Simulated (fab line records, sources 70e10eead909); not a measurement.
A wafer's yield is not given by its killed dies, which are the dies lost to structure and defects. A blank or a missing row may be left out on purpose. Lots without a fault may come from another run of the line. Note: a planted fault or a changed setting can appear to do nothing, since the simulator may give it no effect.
A lot that was struck, set against a sound lot ; flow nandHarc ; 35 out of 1302 route steps
Sound: these wafers, L648.1, L648.2, L648.3. Struck: wafers L638.3, L638.6. (L638.5 of the same lot was not struck and is left out.) The cause comes at the end.
Order at every step that has rows: each side's tool, ch and its chambers, its first start. Under that, the readings that differ: sound wafers ; struck wafers ; difference of the means ; sigmas: that difference in standard deviations of wafers without a fault.
alike: same words and numbers on both sides, and readings whose means sit less than 2 such deviations apart. not compared: any withheld reading, any reading some wafer has no value for, any bound like >300 that may hide the same value, and any number with overlapping values for which the record gives no deviation.
The two part at a step that has a row with sigmas, a row that says differs or no value, or rows on one side only. When numbers do not overlap yet have no deviation, they are printed without sigmas and do not part them. A reading that every wafer of one side lacks parts them only if that side has two wafers or more.

first, 3 steps without rows for these wafers: NHARC_A_SIN_REMOVE_WET_00 (chemistry H3PO4, time 15300 s); NHARC_A_SIN_REMOVE_PRECLEAN_01 (cleans in SC1); NHARC_A_SIN_REMOVE_SRD_02.
NHARC_A_SIN_REMOVE_INSPECT_04:
  struck on defectInspect-02, day 23 14:12; sound on defectInspect-01, day 27 22:35
  alike: rawDefectCount
then, 5 steps without rows for these wafers: NHARC_A_WL_FILL_ALD_00 (deposits Al2O3, target thk 3 nm, pulse time 3 s, ald cycles 30); NHARC_A_WL_FILL_RTA_01 (time 5 s); NHARC_A_WL_FILL_ALD_02 (deposits TiN, target thk 2 nm, pulse time 3 s, ald cycles 100); NHARC_A_WL_FILL_CVD_03 (deposits W, target thk 40 nm, time 279 s); NHARC_A_WL_FILL_ETCHBACK_04 (etches the open film in NF3, target depth 60 nm, time 120 s).
NHARC_A_WL_FILL_ETCHBACK_05: etches the open film in Cl2/BCl3, target depth 22 nm, time 60 s.
  sound on rieMetal-02 ch 0,1, day 28 00:29; struck on rieMetal-01 ch 0, day 23 15:48
  alike: drypumpMotorCurrentA, oesProductAu, tempC
  not compared: rfHoursCounterH
NHARC_A_WL_FILL_STRIP_27: strips in N2/H2, time 20 s.
  sound on plasmaAsher-02 ch 0,1, day 28 00:37; struck on plasmaAsher-01 ch 1, day 23 16:26
reading;sound;struck;difference;sigmas
drypumpMotorCurrentA (A);6.2 6.2 6.2;5.2 5.2;-1.0;-2
  alike: heaterPowerW, tempC
  not compared: rfHoursCounterH
then, 6 steps without rows for these wafers: NHARC_A_WL_FILL_STRIP_28 (strips in post etch residue remover, time 1200 s); NHARC_A_WL_FILL_PRECLEAN_06 (cleans in DIW, time 300 s); NHARC_A_WL_FILL_SRD_07; NHARC_A_WL_FILL_ANNEAL_08 (time 1800 s); NHARC_A_WL_FILL_ALD_10 (deposits SiO2, target thk 50 nm, pulse time 10 s, ald cycles 500); NHARC_A_WL_FILL_ETCHBACK_16 (etches the open film in C4F8/O2/Ar, target depth 120 nm, time 24 s).
NHARC_A_WL_FILL_STRIP_29: strips in O2, time 20 s.
  sound on rieDiel-13 ch 1,2,3, day 28 09:59; struck on rieDiel-06 ch 2,3, day 24 02:31
  alike: drypumpMotorCurrentA, o2FlowSccm, oesProductAu, rfVppV, showerheadPlenumPTorr, throttleValvePct
  not compared: rfHoursCounterH
then, 7 steps without rows for these wafers: NHARC_A_WL_FILL_ETCHBACK_17 (etches the open film in Cl2/BCl3, target depth 4 nm, time 26.7 s); NHARC_A_WL_FILL_PRECLEAN_18 (cleans in dHF, time 30 s); NHARC_A_WL_FILL_SRD_21; NHARC_A_WL_FILL_CVD_23 (deposits poly-Si, target thk 40 nm, time 800 s); NHARC_A_WL_FILL_ETCHBACK_26 (etches the open film in HBr, target depth 52 nm, time 13.3 s); NHARC_A_WL_FILL_PRECLEAN_30 (cleans in dHF, time 10 s); NHARC_A_WL_FILL_SRD_14.
NHARC_A_WL_FILL_ALD_19: deposits TiN, target thk 2 nm, pulse time 3 s, ald cycles 100.
  sound on aldMetal-04 ch 0,1,3, day 28 15:23; struck on aldMetal-02 ch 0,3, day 24 08:09
  alike: heaterPowerW, precursorPulseHeightRel
then, 1 step without rows for these wafers: NHARC_A_WL_FILL_CVD_20 (deposits W, target thk 100 nm, time 74 s).
NHARC_A_WL_FILL_CMP_12: polishes, t overpolish 30 s, target thk 100 nm.
  sound on cmp-03 ch 0,2,3, day 28 15:46; struck on cmp-02 ch 2,3, day 24 08:34
  alike: motorCurrentA, overpolishRunS, slurryFilterDpKPa, timeToEndpointS
then, 3 steps without rows for these wafers: NHARC_A_WL_FILL_SRD_31; NHARC_A_CONTACT_DEP_24 (deposits SiO2, target thk 500 nm); NHARC_A_CONTACT_DEP_28 (deposits aC, target thk 7000 nm).
NHARC_A_CONTACT_DEP_29: deposits SiON, target thk 100 nm.
  sound on pecvd-04 ch 0,1,2, day 28 21:13; struck on pecvd-01 ch 0,2, day 24 16:25
  alike: chamberPressureTorr, heaterPowerW
then, 2 steps without rows for these wafers: NHARC_A_CONTACT_DEHYDRATE_32 (time 120 s); NHARC_A_CONTACT_HMDS_33 (time 30 s).
-- the record jumps here: 3 days lie between the struck wafers' starts before and after (it left off in module A_CONTACT and takes up again in module END, whose first step shown is number 1302 of the route) --
NHARC_END_SORT_01:
  only the struck wafers appear in the record here, on prober-02 ch 0 at day 28 01:10; the sound ones have no rows

WHERE THEY PART
Last at NHARC_END_SORT_01 as far as this record goes, first at NHARC_A_WL_FILL_STRIP_27.

WHY: the cause the simulator had injected
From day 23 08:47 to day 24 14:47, plasmaAsher-01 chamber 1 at NHARC_A_WL_FILL_STRIP_27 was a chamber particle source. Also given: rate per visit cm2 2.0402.
